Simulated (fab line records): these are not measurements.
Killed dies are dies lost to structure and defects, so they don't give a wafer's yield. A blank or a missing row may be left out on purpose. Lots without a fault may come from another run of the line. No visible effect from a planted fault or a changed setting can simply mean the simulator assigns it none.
fab line records    flow nand_harc
record lots=6  wafers=18  last_day=25
route steps=1159 shown A_STAIRCASE@721 A_SGD_CUT@747 END@1159
lots untouched by any fault: they come from a run of this same line in which no faults occurred
start_h: start of the lot's first displayed wafer, in hours after the record's first day    wait_h: hours from the lot's prior step to this one    " the same as in the row above    L1.1+2: a row that stands for several wafers    - no value, or no start given    * or withheld: withheld    < > ~ a bound
route shown NAME@n: a module of which the file shows steps, and the number in the route of the first    usual: the fault-free wafers' mean and standard deviation    same: alike in all rows    chamber/n: place in a boat    sites: readings site by site    _std_site: how widely they spread, as a standard deviation    _edge_site: mean of outer sites minus mean of inner sites    radius_mm: how far each site lies from the wafer's centre    mask NAME#n: copy n    behind: tool/chamber where the wafer was last shaped    hold: what put the lot on hold/how long, in hours/how the hold closed    device: the n, p or np transistor that did not switch    end of line: the tests these same wafers got at the end of their route    where a step has no rows: the recipe by itself    killed: not the wafer's yield, but the dies lost to structure and defects at the first sort    map: dies across one wafer; x = killed, . = not, _ = none there
set.NAME: the setting as run; set.NAME@STEP: as run at that earlier step    model.NAME: the simulator's own value behind a step, which no gauge read
lots at some steps of the route; a table a step, a row a wafer
services: a tool's chamber out of use, with start hour (start_h, from the record's first day; less than 0 if before it), hours out, and reason
## steps
# step NHARC_A_STAIRCASE_EXPOSE_438
# recipe na=0.5  dose_mj=28.97  mask_id=STAIR_REV
# step NHARC_A_STAIRCASE_PEB_439
# recipe peb_temp_c=115  peb_time_s=130
# step NHARC_A_STAIRCASE_DEVELOP_440
# recipe time_s=140
# step NHARC_A_STAIRCASE_HARDBAKE_442
# recipe temp_c=120  time_s=140
# step NHARC_A_STAIRCASE_DESCUM_443
# recipe time_s=3  o2_flow_sccm=200  ar_flow_sccm=0  bias_power_w=0  chemistry=O2
# step NHARC_A_STAIRCASE_ETCH_444
# recipe target_depth_a=1.02e+05  time_s=3400  c4f8_flow_sccm=20  o2_flow_sccm=10  ar_flow_sccm=withheld  rf_w=600  bias_w=1000  chemistry=C4F8/O2
# step NHARC_A_STAIRCASE_STRIP_446
# recipe power_w=1500  temp_c=250  chemistry=O2
# step NHARC_A_STAIRCASE_STRIP_447
# recipe time_s=900  temp_c=130  chemistry=SPM
# step NHARC_A_STAIRCASE_PRECLEAN_448
# recipe time_s=*  temp_c=50  bath_age_min=0  chemistry=SC1
# step NHARC_A_STAIRCASE_SRD_449
# step NHARC_A_STAIRCASE_CMP_450
# recipe target_thk_nm=200  material=SiO2
# usual motor_current_A=11.5/1.3  pad_life_wafers=300/180
lot.wafer  tool    chamber  start_h  wait_h  motor_current_A  pad_life_wafers
L804.4     cmp-04  0        318.41   -       10.5             62
L804.3     "       1        "        "       12.1             63
L804.6     "       2        "        "       13.1             -
L809.1     cmp-02  2        322.81   -       12.5             504
L809.2     "       3        "        "       11.1             505
L809.6     "       2        "        "       12.9             -
L815.2     cmp-04  3        376.99   -       10.0             432
L815.4     "       2        "        "       13.6             435
L815.5     "       0        "        "       10.7             -
L816.2     cmp-04  0        388.96   -       10.7             529
L816.1     "       2        "        "       13.9             531
L816.5     "       0        "        "       10.1             -
L821.1     cmp-02  0        407.90   -       10.5             450
L821.5     "       0        "        "       10.6             -
L821.6     "       1        "        "       10.5             -
L827.1     cmp-01  3        461.03   -       11.6             486
L827.2     "       0        "        "       11.5             487
L827.4     "       2        "        "       12.8             489
# step NHARC_A_STAIRCASE_CMP_152
# usual motor_current_A=11.4/1.2  pad_life_wafers=306/180
lot.wafer  tool    chamber  start_h  wait_h  motor_current_A  pad_life_wafers
L804.4     cmp-04  0        318.49   0.1     10.5             68
L804.3     "       1        "        "       11.6             69
L804.6     "       2        "        "       13.0             -
L809.1     cmp-02  2        322.88   0.1     13.1             510
L809.2     "       3        "        "       10.9             511
L809.6     "       2        "        "       12.5             -
L815.2     cmp-04  3        377.07   0.1     10.4             438
L815.4     "       2        "        "       13.0             441
L815.5     "       0        "        "       10.5             -
L816.2     cmp-04  0        389.03   0.1     10.3             535
L816.1     "       2        "        "       13.3             537
L816.5     "       0        "        "       10.3             -
L821.1     cmp-02  0        407.97   0.1     10.9             456
L821.5     "       0        "        "       10.3             -
L821.6     "       1        "        "       10.4             -
L827.1     cmp-01  3        461.10   0.1     10.9             492
L827.2     "       0        "        "       11.0             493
L827.4     "       2        "        "       12.9             495
# step NHARC_A_STAIRCASE_SRD_154
# step NHARC_A_STAIRCASE_ETCH_403
# recipe target_depth_a=1082  chemistry=dHF  material=SiO2
# step NHARC_A_STAIRCASE_ETCHBACK_422
# recipe target_depth_a=400  over_etch_frac=0.3  time_s=74.286  ion_energy_ev=120  ch3f_flow_sccm=50  o2_flow_sccm=30  ar_flow_sccm=200  rf_w=500  bias_w=100  chemistry=CH3F/O2
# usual drypump_motor_current_A=6.0/0.48  o2_flow_sccm=30.01/0.085  oes_product_au=0.96/0.037  rf_vpp_V=244.8/1.7  showerhead_plenum_p_Torr=2.48/0.1  throttle_valve_pct=20.664/0.0086
# same time_s=74.286
lot.wafer  tool         chamber  start_h  wait_h  drypump_motor_current_A  o2_flow_sccm  oes_product_au  rf_hours_counter_h  rf_vpp_V  showerhead_plenum_p_Torr  throttle_valve_pct
L804.3     rie_diel-10  3        318.94   0.2     5.7                      29.84         0.93            53                  246.3     2.50                      20.666
L804.4     "            0        "        "       5.8                      29.94         0.93            54                  243.9     2.45                      20.668
L804.6     "            3        "        "       5.7                      29.97         0.93            -                   246.2     2.50                      20.665
L809.1     rie_diel-12  2        323.36   0.1     6.7                      30.01         0.93            39                  247.9     2.57                      20.659
L809.2     "            3        "        "       5.8                      30.02         0.92            39                  246.5     2.55                      20.675
L809.6     "            1        "        "       6.5                      29.97         0.93            -                   242.4     2.28                      20.689
L815.2     rie_diel-12  1        377.53   0.1     6.5                      29.98         0.92            63                  242.1     2.28                      20.659
L815.4     "            3        "        "       5.8                      30.03         0.93            59                  243.2     2.54                      20.669
L815.5     "            1        "        "       6.5                      29.99         0.93            -                   240.4     2.28                      20.677
L816.2     rie_diel-12  2        389.51   0.2     6.7                      30.01         0.98            0                   246.0     2.56                      20.686
L816.1     "            3        "        "       5.8                      30.06         1.00            0                   244.2     2.54                      20.670
L816.5     "            2        "        "       6.7                      29.95         0.99            -                   245.2     2.56                      20.671
L821.1     rie_diel-11  0        408.44   0.1     6.1                      29.92         1.01            0                   249.6     2.66                      20.666
L821.5     "            0        "        "       6.1                      30.02         1.01            -                   245.5     2.66                      20.671
L821.6     "            1        "        "       6.1                      30.00         1.00            -                   243.6     2.41                      20.672
L827.2     rie_diel-12  1        461.56   0.1     6.5                      30.05         0.93            29                  247.0     2.65                      20.657
L827.4     "            2        "        "       6.7                      29.92         0.92            27                  245.9     2.55                      20.664
L827.1     "            0        "        "       5.8                      30.03         0.92            31                  246.7     2.50                      20.655
# step NHARC_A_STAIRCASE_ETCH_423
# recipe target_depth_a=300  chemistry=dHF  material=SiO2
# step NHARC_A_STAIRCASE_ETCHBACK_157
# recipe target_depth_a=900  over_etch_frac=0.3  time_s=167.14  ion_energy_ev=120  ch3f_flow_sccm=50  o2_flow_sccm=30  ar_flow_sccm=200  rf_w=500  bias_w=100  chemistry=CH3F/O2
# usual drypump_motor_current_A=6.0/0.48  o2_flow_sccm=29.99/0.087  oes_product_au=0.96/0.031  rf_vpp_V=244.6/1.5  showerhead_plenum_p_Torr=2.46/0.097  throttle_valve_pct=20.663/0.0089
# same time_s=167.14
lot.wafer  tool         chamber  start_h  wait_h  drypump_motor_current_A  o2_flow_sccm  oes_product_au  rf_hours_counter_h  rf_vpp_V  showerhead_plenum_p_Torr  throttle_valve_pct
L804.4     rie_diel-10  2        319.29   0.1     5.2                      29.95         0.97            48                  244.8     2.51                      20.667
L804.3     "            0        "        "       5.7                      29.92         0.96            54                  243.9     2.45                      20.666
L804.6     "            2        "        "       5.2                      30.03         0.97            -                   246.1     2.51                      20.649
L809.1     rie_diel-12  2        323.75   0.2     6.7                      29.95         0.95            39                  246.5     2.57                      20.661
L809.2     "            3        "        "       5.8                      29.92         0.96            40                  246.5     2.55                      20.677
L809.6     "            1        "        "       6.5                      29.94         0.96            -                   242.5     2.29                      20.665
L815.2     rie_diel-11  0        377.88   0.2     6.1                      30.11         0.94            54                  242.3     2.29                      20.665
L815.4     "            1        "        "       6.1                      30.03         0.93            52                  244.7     2.41                      20.678
L815.5     "            1        "        "       6.1                      29.88         0.94            -                   244.1     2.42                      20.664
L816.1     rie_diel-10  2        389.88   0.2     5.2                      29.93         0.92            12                  244.1     2.50                      20.660
L816.2     "            0        "        "       5.8                      29.96         0.93            11                  243.9     2.44                      20.665
L816.5     "            1        "        "       5.2                      29.97         0.92            -                   242.4     2.32                      20.668
L821.1     rie_diel-11  1        408.79   0.1     6.1                      30.14         1.00            0                   244.3     2.41                      20.676
L821.6     "            1        "        "       6.1                      30.01         1.00            -                   245.5     2.41                      20.672
L821.5     "            2        "        "       6.1                      30.17         0.99            -                   245.2     2.46                      20.655
L827.2     rie_diel-10  3        461.93   0.2     5.7                      30.01         0.93            38                  243.2     2.48                      20.677
L827.4     "            0        "        "       5.8                      30.07         0.91            35                  243.6     2.43                      20.665
L827.1     "            2        "        "       5.2                      30.05         0.92            38                  245.0     2.49                      20.647
# step NHARC_A_STAIRCASE_STRIP_475
# recipe time_s=20  o2_flow_sccm=500  ar_flow_sccm=0  bias_w=0  chemistry=O2
# usual drypump_motor_current_A=6.0/0.48  o2_flow_sccm=500.1/1.5  oes_product_au=0.996/0.01  rf_vpp_V=57.7/0.98  showerhead_plenum_p_Torr=3.54/0.14  throttle_valve_pct=17.037/0.0097
# same time_s=20
lot.wafer  tool         chamber  start_h  wait_h  drypump_motor_current_A  o2_flow_sccm  oes_product_au  rf_hours_counter_h  rf_vpp_V  showerhead_plenum_p_Torr  throttle_valve_pct
L804.3     rie_diel-10  2        -        -       5.2                      497.4         1.002           48                  58.0      3.60                      17.037
L804.4     "            1        "        "       5.2                      499.9         0.987           49                  57.9      3.34                      17.039
L804.6     "            2        "        "       5.2                      500.5         0.992           -                   57.5      3.60                      17.044
L809.2     rie_diel-12  2        -        -       6.7                      500.3         1.013           39                  58.3      3.68                      17.024
L809.1     "            1        "        "       6.5                      500.8         1.015           45                  57.9      3.29                      17.033
L809.6     "            2        "        "       6.7                      500.4         1.005           -                   58.4      3.68                      17.028
L815.4     rie_diel-11  0        -        -       6.1                      498.4         1.005           54                  57.5      3.29                      17.044
L815.2     "            2        "        "       6.1                      497.6         0.998           53                  57.0      3.53                      17.035
L815.5     "            0        "        "       6.1                      499.1         1.000           -                   57.1      3.29                      17.044
L816.2     rie_diel-10  2        -        -       5.2                      502.5         0.986           12                  57.1      3.59                      17.018
L816.1     "            0        "        "       5.7                      500.3         0.987           11                  58.0      3.50                      17.032
L816.5     "            1        "        "       5.2                      501.9         0.996           -                   56.4      3.33                      17.035
L821.1     rie_diel-11  1        -        -       6.1                      496.0         1.000           0                   56.5      3.46                      17.009
L821.5     "            0        "        "       6.1                      500.2         1.000           -                   60.6      3.81                      17.036
L821.6     "            1        "        "       6.1                      499.0         0.994           -                   56.4      3.46                      17.031
L827.1     rie_diel-10  0        -        -       5.8                      498.9         0.989           35                  55.4      3.49                      17.043
L827.2     "            1        "        "       5.2                      501.4         0.988           34                  58.0      3.32                      17.038
L827.4     "            2        "        "       5.2                      500.6         0.985           38                  58.8      3.57                      17.036
# step NHARC_A_STAIRCASE_DEP_471
# recipe target_thk_a=1000  temp_c=400  pressure_torr=6.5  rf_w=900  teos_flow_sccm=161.4  flow_sccm=2650  target_thk_nm=100  gas=O2  material=SiO2
# step NHARC_A_STAIRCASE_CMP_472
# recipe material=SiO2
# step NHARC_A_STAIRCASE_SRD_474
# step NHARC_A_SGD_CUT_DEP_00
# recipe target_thk_a=500  temp_c=400  target_thk_nm=50  flow_sccm=200  rf_w=450  material=SiNx
# step NHARC_A_SGD_CUT_DEHYDRATE_01
# recipe temp_c=150  time_s=120
# step NHARC_A_SGD_CUT_HMDS_02
# recipe time_s=30
# step NHARC_A_SGD_CUT_COAT_56
# recipe temp_c=260  time_s=75
# step NHARC_A_SGD_CUT_COAT_57
# recipe temp_c=225  time_s=65
# step NHARC_A_SGD_CUT_COAT_03
# recipe spin_rpm=1500  resist_thk_nm=90
# step NHARC_A_SGD_CUT_SOFTBAKE_04
# recipe temp_c=105  time_s=55
# step NHARC_A_SGD_CUT_EBR_05
# step NHARC_A_SGD_CUT_EXPOSE_06
# recipe na=1.35  dose_mj=85.59  mask_id=SGD
# step NHARC_A_SGD_CUT_PEB_07
# recipe peb_temp_c=100  peb_time_s=65
# step NHARC_A_SGD_CUT_DEVELOP_08
# recipe develop_time_s=35  dev_temp_c=23
# step NHARC_A_SGD_CUT_CD_MEAS_09
# recipe target_cd_nm=100  landing_energy_ev=500
# usual cd_nm=100.1/0.54
# same landing_energy_ev=500
lot.wafer  tool       chamber  start_h  wait_h  cd_nm
L804.3     cd_sem-02  0        320.89   -       100.7
L804.4     "          0        "        "       100.7
L804.6     "          0        "        "       100.3
L809.1     cd_sem-01  0        325.43   -       100.2
L809.2     "          0        "        "       100.2
L809.6     "          0        "        "       100.8
L815.2     cd_sem-02  0        379.56   -       100.3
L815.4     "          0        "        "       98.8
L815.5     "          0        "        "       100.0
L816.1     cd_sem-02  0        391.64   -       99.5
L816.2     "          0        "        "       100.1
L816.5     "          0        "        "       100.1
L821.1     cd_sem-03  0        410.54   -       99.9
L821.5     "          0        "        "       100.2
L821.6     "          0        "        "       99.7
L827.1     cd_sem-01  0        463.64   -       100.7
L827.2     "          0        "        "       99.8
L827.4     "          0        "        "       100.4
# step NHARC_A_SGD_CUT_OVL_MEAS_10
# usual overlay_x_nm=-0.3/0.95  overlay_y_nm=0.1/0.77
lot.wafer  tool        chamber  start_h  wait_h  overlay_x_nm  overlay_y_nm
L804.3     overlay-01  -        320.98   -       -1.1          -1.4
L804.4     "           -        "        "       -1.0          -1.2
L804.6     "           -        "        "       -0.9          -1.0
L809.1     overlay-02  -        325.52   -       0.5           1.6
L809.2     "           -        "        "       0.2           0.9
L809.6     "           -        "        "       0.2           1.5
L815.2     overlay-02  -        379.65   -       -1.0          -0.8
L815.4     "           -        "        "       -1.2          -0.5
L815.5     "           -        "        "       -1.5          -0.5
L816.1     overlay-01  -        391.73   -       0.3           -0.8
L816.2     "           -        "        "       0.6           -0.8
L816.5     "           -        "        "       0.7           -0.3
L821.1     overlay-01  -        410.63   -       -0.2          1.3
L821.5     "           -        "        "       -0.8          1.3
L821.6     "           -        "        "       -0.5          1.2
L827.1     overlay-01  -        463.73   -       -0.2          1.4
L827.2     "           -        "        "       -0.3          1.7
L827.4     "           -        "        "       0.0           1.7
# step NHARC_A_SGD_CUT_DESCUM_14
# recipe time_s=3  o2_flow_sccm=200  ar_flow_sccm=0  bias_power_w=0  chemistry=O2
# usual drypump_motor_current_A=5.8/0.44  o2_flow_sccm=200.0/0.61  oes_product_au=0.997/0.011  rf_vpp_V=57.7/0.9  showerhead_plenum_p_Torr=1.91/0.089  throttle_valve_pct=11.312/0.009
# same time_s=3
lot.wafer  tool         chamber  start_h  wait_h  drypump_motor_current_A  o2_flow_sccm  oes_product_au  rf_hours_counter_h  rf_vpp_V  showerhead_plenum_p_Torr  throttle_valve_pct
L804.4     rie_diel-13  3        321.07   0.1     6.6                      200.5         1.005           3                   57.8      1.91                      11.304
L804.3     "            1        "        "       5.6                      199.7         0.992           3                   58.0      1.90                      11.321
L804.6     "            0        "        "       5.5                      199.5         0.995           -                   58.2      1.92                      11.295
L809.2     rie_diel-13  0        325.62   0.1     5.5                      200.5         0.981           4                   57.0      1.92                      11.317
L809.1     "            3        "        "       6.6                      200.2         1.003           4                   59.3      1.91                      11.310
L809.6     "            0        "        "       5.5                      201.4         0.993           -                   58.1      1.92                      11.307
L815.4     rie_diel-02  2        379.75   0.1     5.9                      199.6         0.990           4                   57.3      1.86                      11.315
L815.2     "            1        "        "       6.1                      200.3         0.997           4                   59.7      2.05                      11.308
L815.5     "            3        "        "       6.1                      199.5         0.994           -                   56.2      1.95                      11.313
L816.1     rie_diel-02  3        391.83   0.1     6.1                      200.0         0.995           5                   58.8      1.95                      11.309
L816.2     "            1        "        "       6.1                      199.1         0.991           6                   60.0      2.05                      11.315
L816.5     "            2        "        "       5.9                      200.1         0.989           -                   58.3      1.86                      11.310
L821.1     rie_diel-04  3        410.74   0.1     5.1                      200.8         0.990           12                  59.6      1.82                      11.307
L821.5     "            1        "        "       5.2                      200.0         0.999           -                   57.4      1.92                      11.304
L821.6     "            2        "        "       5.9                      201.0         1.008           -                   57.7      1.78                      11.323
L827.4     rie_diel-13  3        463.82   0.1     6.6                      199.9         1.006           0                   57.5      1.91                      11.320
L827.1     "            1        "        "       5.6                      199.1         1.000           0                   57.5      1.90                      11.310
L827.2     "            2        "        "       5.7                      198.6         1.012           0                   58.2      2.01                      11.318
# step NHARC_A_SGD_CUT_ETCH_58
# recipe target_depth_a=390  over_etch_frac=0.3  time_s=65  ion_energy_ev=80  cf4_flow_sccm=150  ar_flow_sccm=0  rf_w=300  bias_w=100  chemistry=CF4
# step NHARC_END_SORT_01
# recipe temp_c=25
# usual killed_at_array=29/11  killed_at_other=0.6/0.75  killed_at_periphery=3.1/2.1  killed_dies=32/11  killed_open=3.0/1.8  killed_short=1.8/1.3
# same gross_dies=677
lot.wafer  tool       chamber  start_h  wait_h  killed_at_array  killed_at_other  killed_at_periphery  killed_dies  killed_open  killed_short
L809.1     prober-01  0        458.94   2.5     25               0                5                    30           2            2
L809.2     prober-01  0        459.74   2.8     19               0                3                    22           2            1
L809.6     prober-01  0        462.93   4.0     19               0                2                    21           2            0
L815.2     prober-01  0        499.31   2.8     457              0                2                    459          2            1
L815.4     prober-01  0        500.93   3.4     480              0                1                    481          1            1
L815.5     prober-01  0        501.73   3.7     447              1                1                    449          2            1
L816.1     prober-02  0        514.80   2.5     454              0                2                    456          0            0
L816.2     prober-02  0        515.61   2.8     455              0                5                    460          3            2
L816.5     prober-02  0        518.04   3.7     458              0                4                    462          0            0
# killed by level:class
L809.1 A_SLIT:chamber_film_flake=13 A_CHANNEL_HOLE_D1:chamber_film_flake=6 A_CHANNEL_FILL_D1:geometric_particle:short=2 P_ZERO_WELL:chamber_film_flake=2 A_WL_FILL:chamber_film_flake=2 P_CONTACT:geometric_particle:open=1 P_M2:geometric_particle:open=1 P_GATE:chamber_film_flake=1
L809.2 A_SLIT:chamber_film_flake=6 A_CONTACT:chamber_film_flake=4 A_CHANNEL_HOLE_D1:chamber_film_flake=3 P_GATE:chamber_film_flake=2 A_M1:chamber_film_flake=2 A_CHANNEL_HOLE_D1:geometric_particle:short=1 P_CONTACT:geometric_particle:open=1 A_CHANNEL_HOLE_D1:geometric_particle:open=1
L809.6 A_SLIT:chamber_film_flake=11 A_CONTACT:chamber_film_flake=3 A_CHANNEL_HOLE_D1:chamber_film_flake=2 A_M1:chamber_film_flake=2 P_M1:geometric_particle:open=1 A_CONTACT:geometric_particle:open=1 P_STI:chamber_film_flake=1
L815.2 A_STAIRCASE:unspecified=435 A_SLIT:chamber_film_flake=8 A_CHANNEL_HOLE_D1:chamber_film_flake=5 A_CONTACT:chamber_film_flake=4 A_STAIRCASE:chamber_film_flake=2 P_CONTACT:geometric_particle:short=1 A_ONON_D1:geometric_particle:open=1 A_M0:geometric_particle:open=1
L815.4 A_STAIRCASE:unspecified=468 A_SLIT:chamber_film_flake=7 A_STAIRCASE:chamber_film_flake=2 P_CONTACT:geometric_particle:open=1 A_CHANNEL_FILL_D1:geometric_particle:short=1 A_CHANNEL_HOLE_D1:chamber_film_flake=1 A_CONTACT:chamber_film_flake=1
L815.5 A_STAIRCASE:unspecified=422 A_SLIT:chamber_film_flake=11 A_CHANNEL_HOLE_D1:chamber_film_flake=6 A_CONTACT:chamber_film_flake=4 P_GATE:geometric_particle:open=1 A_M0:geometric_particle:open=1 A_M0:geometric_particle:short=1 A_CHANNEL_FILL_D1:chamber_film_flake=1
L816.1 A_STAIRCASE:unspecified=448 A_CHANNEL_HOLE_D1:chamber_film_flake=3 P_BONDPAD:chamber_film_flake=2 A_STAIRCASE:chamber_film_flake=2 A_CHANNEL_FILL_D1:chamber_film_flake=1
L816.2 A_STAIRCASE:unspecified=448 A_CHANNEL_HOLE_D1:chamber_film_flake=3 P_BONDPAD:chamber_film_flake=2 A_STAIRCASE:chamber_film_flake=2 P_GATE:geometric_particle:open=1 P_CONTACT:geometric_particle:short=1 P_M0:geometric_particle:short=1 A_CHANNEL_HOLE_D1:geometric_particle:open=1
L816.5 A_STAIRCASE:unspecified=455 P_GATE:chamber_film_flake=4 A_CONTACT:chamber_film_flake=2 A_CHANNEL_HOLE_D1:chamber_film_flake=1
# map L815.4 (x killed, . not)
____________.____________
_________xxx.xxx_________
_______.xxxxxxxx.x_______
______xxxx...xxx.x.______
_____xxxx.x....xx.xx_____
____xxxxxxxxx.x..xxxx____
____xxxx.xxxxx..x.xxx____
___..x.xxxxxxxx.xx.xx.___
___x.x.x.xxxxxxx.xxxxx___
__xxx...x.xxxxx..xxx.x.__
__.xx.xx.xxx.xx.xxxx.xx__
_x.xxxx.xxxx.x.xxxx...x._
_xxx.x.xxxxx..xxxxxx.xxx_
_xxxx.xxxxxxxxxxxxxxx.x._
_xx.x.xxxxxxxxxxx.xxxxxx_
_xxxxxxxxxxx.xxx.xx.x.x._
xxx.xxxxx.xx.xxx..xxxxx..
xx..x.x...xxxxxxxx.xx.x.x
x.xxx...x.xxxxxxxx.xxxx..
xxxxxxxx.xxxx.x.x.xxxxxxx
xxx.xxxxx.xx.xxx.x.xxx.xx
_xxxxxxxxx..xx..xx.x..xx_
_x..xxxxx.xxxx.x.xxxxxxx_
_..x.xx.xx.....xxx.xxxxx_
_xx..xx.xx.xxx.xxxxxxxxx_
_x..xxxx..x..x.xxxxxxxx._
__x.xx..xxx.xxxx.xxxxxx__
__x.xx.x.x..xxxx..x.x.x__
___..xxx.....x.xxxxx.x___
___xxxx.x.x.x.xx....x.___
____.xx..xxxx.xx.xxxx____
____xxxx.x...xxxx...x____
_____.xxxxxxxxx.xxxx_____
______xx.x.xx.xxxxx______
_______x.x..xxxxxx_______
_________..xx.x._________
____________.____________
# map L816.5 (x killed, . not)
____________x____________
_________.xx...x_________
_______xx.xxxxxx.x_______
______x..xx.xxx.xxx______
_____xx.xxx..xxxx.xx_____
____.x.xx.xxx.xx.xxxx____
____.xxxxxx.x.xxx.xx.____
___xxxx.x..x...xxxxxxx___
___xx..xxxxxxxxxxx.xx.___
__xxxxx.xxx.......x..xx__
__...x..xx.x.xxxxx.xx.x__
_...xxxxxxx.xx...xxxxxxx_
_xxxx.xxxx.xx..xx...xx.x_
_.xxxxxx.xxxx...xxxx.x.._
_xxxx.xxxx...xxxxx.xxx.x_
_xxxx.xxxx..xxxx.x...xxx_
.x..xxxxxxxxxxx..xxxxxxxx
..xx..xx.xxxx.xxx.xxxx..x
xx.xxxxxxx..xx.xx...xxxxx
x.xxx.x.xxx..xxxx.x..xx.x
xxx..xx..xx.xx.x.xxxxxxx.
_x.x.xxxx.xxxxx..xx.xxxx_
_xxx.xxxxx.x.xxxxx..xxx._
_xxxx.x.xx..xxx.xxxxxxx._
_xxxxx.x..xx.xx.x..xxxx._
_x.x.x.xxxxx.xx.xxxxxx.._
__xx.xx...xxxxx..xx...x__
__xxxxxx.xx..x.x.xx..x.__
___xx...xx.xxx.xxx.xxx___
___xxxx.x.x.xxx.x.x.x.___
____xxxx.xx..x.x.xxx.____
____xxxxx...x...xxxxx____
_____.x.xxxxx.xxxx.x_____
______..xxxxx..xxxx______
_______xx.xxx.x..x_______
_________xxxx.xx_________
____________x____________
## services
tool         chamber  start_h  hours  kind
cmp-04       -        301.00   4.0    pm
rie_diel-12  3        307.51   4.4    repair
rie_diel-04  2        307.81   6.9    repair
rie_diel-13  3        308.67   4.1    repair
rie_diel-13  1        311.14   5.9    repair
cmp-02       -        324.57   4.0    pm
rie_diel-02  -        327.70   9.0    pm
rie_diel-13  -        329.72   0.2    repair
rie_diel-12  3        331.57   3.6    repair
cmp-04       -        338.98   0.4    repair
rie_diel-04  1        341.26   19.7   repair
rie_diel-10  -        353.52   9.0    pm
cmp-04       -        360.20   1.5    repair
rie_diel-04  1        370.41   8.1    repair
cmp-02       -        372.48   1.2    repair
cmp-01       -        375.50   4.0    pm
rie_diel-12  -        379.62   9.0    pm
rie_diel-02  1        384.18   3.1    repair
rie_diel-11  -        398.65   9.0    pm
cmp-04       -        399.13   4.0    pm
cmp-02       -        422.34   0.2    repair
cmp-02       -        422.57   4.0    pm
rie_diel-11  3        429.84   5.1    repair
rie_diel-13  -        453.00   9.0    pm
## key
first_sign step=NHARC_END_SORT_01  reading=killed_at_array  direction=up  sigmas=40  usual=29  struck=458
effect step=NHARC_END_SORT_01  reading=killed_dies  direction=up  sigmas=39  usual=32  struck=461
more_kills_born_at NHARC_A_STAIRCASE_CMP_450@cmp-04=2676
met_at NHARC_A_STAIRCASE_CMP_450
struck_wafers L815.2,L815.4,L815.5,L816.1,L816.2,L816.5
tester_left_out L815,L816
onset_between 318.41 376.99
also_fits NHARC_A_STAIRCASE_CMP_152:cmp-04,NHARC_A_SGD_CUT_DESCUM_14:rie_diel-02
fault kind=chamber_particle_source  tool=cmp-04  chamber=-  onset_h=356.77  steps=NHARC_A_STAIRCASE_CMP_450  rate_per_visit_cm2=1.2353  end_h=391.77
# tester_left_out: of these lots the tester's yield and bins aren't shown, on N5 and GAA mostly nor the transistor test; their killed dies are dies lost to structure and defects alone, not to doping, threshold or leakage, so they don't give the yield
